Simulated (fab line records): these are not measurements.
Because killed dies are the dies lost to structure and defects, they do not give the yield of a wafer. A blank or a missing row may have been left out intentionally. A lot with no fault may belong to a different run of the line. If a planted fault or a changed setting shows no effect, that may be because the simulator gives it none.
A sampling plan put to the test    flow n5_finfet    one fab line, 36 faults that these records tell of, each judged on the records of the lots that it struck; 3 more are left out, because the records don't allow judging them
The line's own looks make up the plan; these are the steps of the route where a gauge or inspection reads the wafer and leaves it unchanged. Where struck wafers have a number at a look and the file lists that look's usual mean and standard deviation on fault-free wafers, the look can be judged. Caught: a look later than the fault's first step finds the struck wafers' mean 4 or more of those standard deviations (sigma) from the usual mean. On the tool: the same test on the tool's own readings at the fault's steps. Also counted as caught: the struck wafers showing another recipe, or a record that is empty for them alone.

## THE FAULTS, as the simulator had put them in
1. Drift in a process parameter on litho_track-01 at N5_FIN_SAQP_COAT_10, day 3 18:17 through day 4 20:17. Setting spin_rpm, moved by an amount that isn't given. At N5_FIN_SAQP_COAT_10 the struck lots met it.
2. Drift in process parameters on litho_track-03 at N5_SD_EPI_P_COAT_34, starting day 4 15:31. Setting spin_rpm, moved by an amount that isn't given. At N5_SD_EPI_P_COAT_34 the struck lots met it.
3. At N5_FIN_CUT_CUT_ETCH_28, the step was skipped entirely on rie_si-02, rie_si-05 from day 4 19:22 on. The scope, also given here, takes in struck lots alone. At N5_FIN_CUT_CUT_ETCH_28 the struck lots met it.
4. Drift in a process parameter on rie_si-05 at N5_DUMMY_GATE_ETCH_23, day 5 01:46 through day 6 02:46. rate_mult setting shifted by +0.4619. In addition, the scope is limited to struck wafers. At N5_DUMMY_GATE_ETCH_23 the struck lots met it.
5. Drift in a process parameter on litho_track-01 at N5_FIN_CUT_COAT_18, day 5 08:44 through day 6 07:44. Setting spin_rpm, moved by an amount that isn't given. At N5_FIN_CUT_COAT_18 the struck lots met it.
6. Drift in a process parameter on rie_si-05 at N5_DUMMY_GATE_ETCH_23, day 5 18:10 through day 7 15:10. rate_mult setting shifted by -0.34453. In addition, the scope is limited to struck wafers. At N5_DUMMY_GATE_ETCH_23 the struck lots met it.
7. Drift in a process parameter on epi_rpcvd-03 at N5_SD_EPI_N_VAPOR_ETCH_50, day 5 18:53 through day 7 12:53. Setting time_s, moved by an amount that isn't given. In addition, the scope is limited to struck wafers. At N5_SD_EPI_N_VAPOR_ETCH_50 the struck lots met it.
8. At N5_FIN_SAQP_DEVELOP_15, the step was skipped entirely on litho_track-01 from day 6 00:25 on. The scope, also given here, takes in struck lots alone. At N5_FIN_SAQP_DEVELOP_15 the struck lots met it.
9. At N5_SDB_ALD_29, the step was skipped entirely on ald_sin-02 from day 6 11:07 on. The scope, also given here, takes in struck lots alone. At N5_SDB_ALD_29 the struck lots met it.
10. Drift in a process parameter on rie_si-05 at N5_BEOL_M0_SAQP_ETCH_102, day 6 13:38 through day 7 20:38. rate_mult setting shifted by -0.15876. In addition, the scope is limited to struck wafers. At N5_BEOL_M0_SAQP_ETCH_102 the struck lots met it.
11. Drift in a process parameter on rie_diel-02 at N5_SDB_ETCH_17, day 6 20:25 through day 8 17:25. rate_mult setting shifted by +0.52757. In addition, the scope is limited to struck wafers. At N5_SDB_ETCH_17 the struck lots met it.
12. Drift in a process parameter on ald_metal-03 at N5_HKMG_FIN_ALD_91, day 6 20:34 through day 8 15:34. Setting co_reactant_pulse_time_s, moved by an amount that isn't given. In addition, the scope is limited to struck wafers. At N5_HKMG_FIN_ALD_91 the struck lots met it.
13. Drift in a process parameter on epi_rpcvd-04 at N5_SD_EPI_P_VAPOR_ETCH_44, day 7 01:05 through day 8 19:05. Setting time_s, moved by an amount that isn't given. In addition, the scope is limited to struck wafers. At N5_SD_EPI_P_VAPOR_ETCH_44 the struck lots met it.
14. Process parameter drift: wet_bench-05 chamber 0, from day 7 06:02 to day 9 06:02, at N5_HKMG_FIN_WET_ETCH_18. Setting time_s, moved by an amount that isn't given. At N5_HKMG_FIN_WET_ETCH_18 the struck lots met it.
15. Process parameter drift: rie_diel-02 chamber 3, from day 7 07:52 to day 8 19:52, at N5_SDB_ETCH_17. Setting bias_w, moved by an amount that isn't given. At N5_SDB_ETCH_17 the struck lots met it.
16. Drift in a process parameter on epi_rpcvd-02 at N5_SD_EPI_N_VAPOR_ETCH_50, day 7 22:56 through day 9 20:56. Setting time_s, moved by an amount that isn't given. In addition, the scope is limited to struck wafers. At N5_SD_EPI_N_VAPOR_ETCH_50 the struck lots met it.
17. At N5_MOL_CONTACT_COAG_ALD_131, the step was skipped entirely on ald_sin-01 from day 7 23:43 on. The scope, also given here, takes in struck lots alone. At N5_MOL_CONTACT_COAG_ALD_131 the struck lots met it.
18. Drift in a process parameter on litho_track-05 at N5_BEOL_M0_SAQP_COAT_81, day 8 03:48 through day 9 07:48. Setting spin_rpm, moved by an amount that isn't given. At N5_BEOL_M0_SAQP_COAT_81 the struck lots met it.
19. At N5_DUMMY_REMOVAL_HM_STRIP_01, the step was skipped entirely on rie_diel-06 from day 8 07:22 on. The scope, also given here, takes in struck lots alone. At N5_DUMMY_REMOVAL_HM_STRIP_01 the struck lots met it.
20. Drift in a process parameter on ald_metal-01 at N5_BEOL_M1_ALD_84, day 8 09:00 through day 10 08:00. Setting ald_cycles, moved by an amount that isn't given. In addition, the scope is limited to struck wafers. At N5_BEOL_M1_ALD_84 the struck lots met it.
21. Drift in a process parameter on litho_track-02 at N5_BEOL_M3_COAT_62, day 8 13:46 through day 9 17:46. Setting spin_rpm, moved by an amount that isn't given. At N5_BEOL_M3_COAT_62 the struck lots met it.
22. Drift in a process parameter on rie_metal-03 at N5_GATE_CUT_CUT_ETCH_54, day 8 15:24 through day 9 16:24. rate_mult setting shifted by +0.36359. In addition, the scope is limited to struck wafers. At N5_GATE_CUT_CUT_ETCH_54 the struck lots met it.
23. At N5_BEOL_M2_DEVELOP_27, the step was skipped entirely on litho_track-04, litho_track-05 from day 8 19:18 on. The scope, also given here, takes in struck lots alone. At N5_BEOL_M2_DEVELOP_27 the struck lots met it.
24. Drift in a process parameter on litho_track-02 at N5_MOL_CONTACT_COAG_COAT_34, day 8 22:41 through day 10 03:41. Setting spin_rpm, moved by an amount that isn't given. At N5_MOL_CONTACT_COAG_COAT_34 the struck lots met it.
25. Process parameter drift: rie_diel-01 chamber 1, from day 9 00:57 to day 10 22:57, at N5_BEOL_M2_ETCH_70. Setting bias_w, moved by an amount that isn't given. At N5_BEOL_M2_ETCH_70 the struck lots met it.
26. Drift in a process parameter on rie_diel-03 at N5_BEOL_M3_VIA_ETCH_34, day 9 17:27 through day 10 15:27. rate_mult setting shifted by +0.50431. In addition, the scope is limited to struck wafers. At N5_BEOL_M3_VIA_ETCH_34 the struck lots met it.
27. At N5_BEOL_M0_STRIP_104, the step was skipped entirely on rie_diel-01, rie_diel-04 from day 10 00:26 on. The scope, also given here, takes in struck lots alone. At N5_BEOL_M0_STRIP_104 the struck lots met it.
28. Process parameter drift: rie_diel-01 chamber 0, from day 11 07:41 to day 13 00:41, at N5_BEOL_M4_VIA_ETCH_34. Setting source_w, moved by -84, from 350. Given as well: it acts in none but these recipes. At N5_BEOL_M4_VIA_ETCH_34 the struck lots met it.
29. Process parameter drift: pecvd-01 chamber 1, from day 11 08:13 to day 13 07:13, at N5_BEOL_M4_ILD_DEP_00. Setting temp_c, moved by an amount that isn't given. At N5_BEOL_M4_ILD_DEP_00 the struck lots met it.
30. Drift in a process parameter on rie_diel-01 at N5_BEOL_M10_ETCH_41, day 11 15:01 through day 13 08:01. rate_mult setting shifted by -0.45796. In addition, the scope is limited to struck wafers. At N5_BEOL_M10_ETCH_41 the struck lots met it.
31. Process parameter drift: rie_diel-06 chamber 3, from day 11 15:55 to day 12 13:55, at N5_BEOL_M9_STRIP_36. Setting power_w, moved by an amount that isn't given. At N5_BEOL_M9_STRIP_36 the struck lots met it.
32. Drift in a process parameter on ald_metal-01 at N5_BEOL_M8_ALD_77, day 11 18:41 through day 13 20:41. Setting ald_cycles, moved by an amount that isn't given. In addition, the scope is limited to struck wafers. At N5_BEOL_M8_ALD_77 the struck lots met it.
33. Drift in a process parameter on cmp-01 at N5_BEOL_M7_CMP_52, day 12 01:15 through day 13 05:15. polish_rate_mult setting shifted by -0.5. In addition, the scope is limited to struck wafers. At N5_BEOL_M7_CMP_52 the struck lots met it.
34. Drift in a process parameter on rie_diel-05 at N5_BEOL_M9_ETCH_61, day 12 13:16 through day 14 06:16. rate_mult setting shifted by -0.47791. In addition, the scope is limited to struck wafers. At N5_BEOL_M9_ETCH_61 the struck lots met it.
35. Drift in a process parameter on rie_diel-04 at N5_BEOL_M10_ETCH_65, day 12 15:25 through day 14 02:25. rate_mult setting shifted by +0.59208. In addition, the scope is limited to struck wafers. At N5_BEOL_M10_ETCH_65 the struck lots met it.
36. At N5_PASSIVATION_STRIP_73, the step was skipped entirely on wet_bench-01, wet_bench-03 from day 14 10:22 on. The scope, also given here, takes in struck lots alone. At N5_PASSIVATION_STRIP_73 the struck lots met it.

## WHAT THE PLAN SAW
fault  on the tool itself                                first look that catches it                       reading, sigma                                     median hours from its first step to that look  hours from the fault's start to the first struck lot there  judged looks passed uncaught
1      spin_speed_rpm +99 or beyond sigma                not the one look that can be judged after it     -                                                  -                                              -                                                           1
2      spin_speed_rpm -99 or beyond sigma                not the one look that can be judged after it     -                                                  -                                              -                                                           1
3      the tool's record is blank for the struck wafers  no look after it can be judged                   -                                                  -                                              -                                                           0
4      oes_product_au +17 sigma                          not the one look that can be judged after it     -                                                  -                                              -                                                           1
5      spin_speed_rpm -99 or beyond sigma                not the one look that can be judged after it     -                                                  -                                              -                                                           1
6      oes_product_au -12 sigma                          none of the 2 looks that can be judged after it  -                                                  -                                              -                                                           2
7      under 2 sigma                                     N5_BEOL_M4_RC_MEAS_101                           REXT_N +11                                         117.7                                          120                                                         0
8      the tool's record is blank for the struck wafers  no look after it can be judged                   -                                                  -                                              -                                                           0
9      the tool's record is blank for the struck wafers  no look after it can be judged                   -                                                  -                                              -                                                           0
10     oes_product_au -4.5 sigma                         not the one look that can be judged after it     -                                                  -                                              -                                                           1
11     etch_rf_on_time_s -21 sigma                       not the one look that can be judged after it     -                                                  -                                              -                                                           1
12     under 2 sigma                                     not the one look that can be judged after it     strongest: IOFF_N at N5_BEOL_M4_RC_MEAS_101, +2.2  -                                              -                                                           1
13     no reading that can be judged                     N5_BEOL_M4_RC_MEAS_101                           IOFF_P +14                                         118.8                                          125                                                         0
14     no reading that can be judged                     N5_BEOL_M4_RC_MEAS_101                           VT_N_LONG +43                                      95.5                                           115                                                         0
15     bias_w +18 sigma                                  not the one look that can be judged after it     -                                                  -                                              -                                                           1
16     under 2 sigma                                     N5_BEOL_M4_RC_MEAS_101                           REXT_N -4.4                                        116.6                                          122                                                         0
17     the tool's record is blank for the struck wafers  N5_MOL_CONTACT_COAG_INSPECT_42                   raw_defect_count +26                               1.2                                            3                                                           0
18     spin_speed_rpm +86 sigma                          none of the 3 looks that can be judged after it  -                                                  -                                              -                                                           3
19     the tool's record is blank for the struck wafers  N5_DUMMY_REMOVAL_INSPECT_06                      raw_defect_count +26                               0.2                                            1                                                           0
20     under 2 sigma                                     not the one look that can be judged after it     -                                                  -                                              -                                                           1
21     spin_speed_rpm -37 sigma                          not the one look that can be judged after it     -                                                  -                                              -                                                           1
22     etch_rf_on_time_s -21 sigma                       not the one look that can be judged after it     strongest: ION_N at N5_BEOL_M4_RC_MEAS_101, +2.2   -                                              -                                                           1
23     the tool's record is blank for the struck wafers  no look after it can be judged                   -                                                  -                                              -                                                           0
24     spin_speed_rpm -93 sigma                          not the one look that can be judged after it     -                                                  -                                              -                                                           1
25     bias_w -13 sigma                                  not the one look that can be judged after it     -                                                  -                                              -                                                           1
26     only faintly: oes_product_au +3.3 sigma           not the one look that can be judged after it     -                                                  -                                              -                                                           1
27     the tool's record is blank for the struck wafers  not the one look that can be judged after it     -                                                  -                                              -                                                           1
28     rf_fwd_power_W -69 sigma                          not the one look that can be judged after it     -                                                  -                                              -                                                           1
29     susceptor_temp_C +14 sigma                        not the one look that can be judged after it     strongest: ION_N at N5_BEOL_M4_RC_MEAS_101, +2.2   -                                              -                                                           1
30     only faintly: oes_product_au -3.4 sigma           no look after it can be judged                   -                                                  -                                              -                                                           0
31     power_w +46 sigma                                 no look after it can be judged                   -                                                  -                                              -                                                           0
32     under 2 sigma                                     no look after it can be judged                   -                                                  -                                              -                                                           0
33     overpolish_run_s -99 or beyond sigma              N5_BEOL_M7_THK_MEAS_53                           M7_THK +59                                         0.3                                            4                                                           0
34     etch_rf_on_time_s +54 sigma                       no look after it can be judged                   -                                                  -                                              -                                                           0
35     etch_rf_on_time_s -25 sigma                       no look after it can be judged                   -                                                  -                                              -                                                           0
36     the tool's record is blank for the struck wafers  no look after it can be judged                   -                                                  -                                              -                                                           0
A dash: the fault isn't caught, or these records don't give the number.

Caught at a look: 7 of 36. Caught on the tool: 27 of 36. By one or the other: 31 of 36.
Faults caught by the tool alone: 1, 2, 3, 4, 5, 6, 8, 9, 10, 11, 15, 18, 21, 22, 23, 24, 25, 27, 28, 29, 31, 34, 35, 36.
Caught at a look alone: faults 7, 13, 14, 16.
Caught by neither: faults 12, 20, 26, 30, 32.

## THINNER SAMPLING
If the look that catches a fault measured only every second or every third lot, by lot number, the first struck lot would be measured this late in the worst case:
fault  struck lots at that look, in order of time  every lot  every second lot  every third lot
7      L845, L849                                  120 h      may miss all 2    may miss all 2
13     L699, L703                                  125 h      may miss all 2    may miss all 2
14     L544                                        115 h      may miss it       may miss it
16     L883, L884                                  122 h      125 h             may miss all 2
17     L628, L629, L630                            3 h        12 h              17 h
19     L942, L943                                  1 h        8 h               may miss all 2
33     L962, L963                                  4 h        6 h               may miss all 2
Hours count from the start of the fault until the first struck lot that is measured. Since the struck wafers were tested as one group against 4 sigma, a single lot by itself may lie under the limit. Other struck lots may not be in these records.

## THE LONGEST TIMED WAY FROM STEP TO LOOK
For fault 13, N5_SD_EPI_P_VAPOR_ETCH_44 and N5_BEOL_M4_RC_MEAS_101 are separated by a median of 118.8 hours. No look between them can be judged.
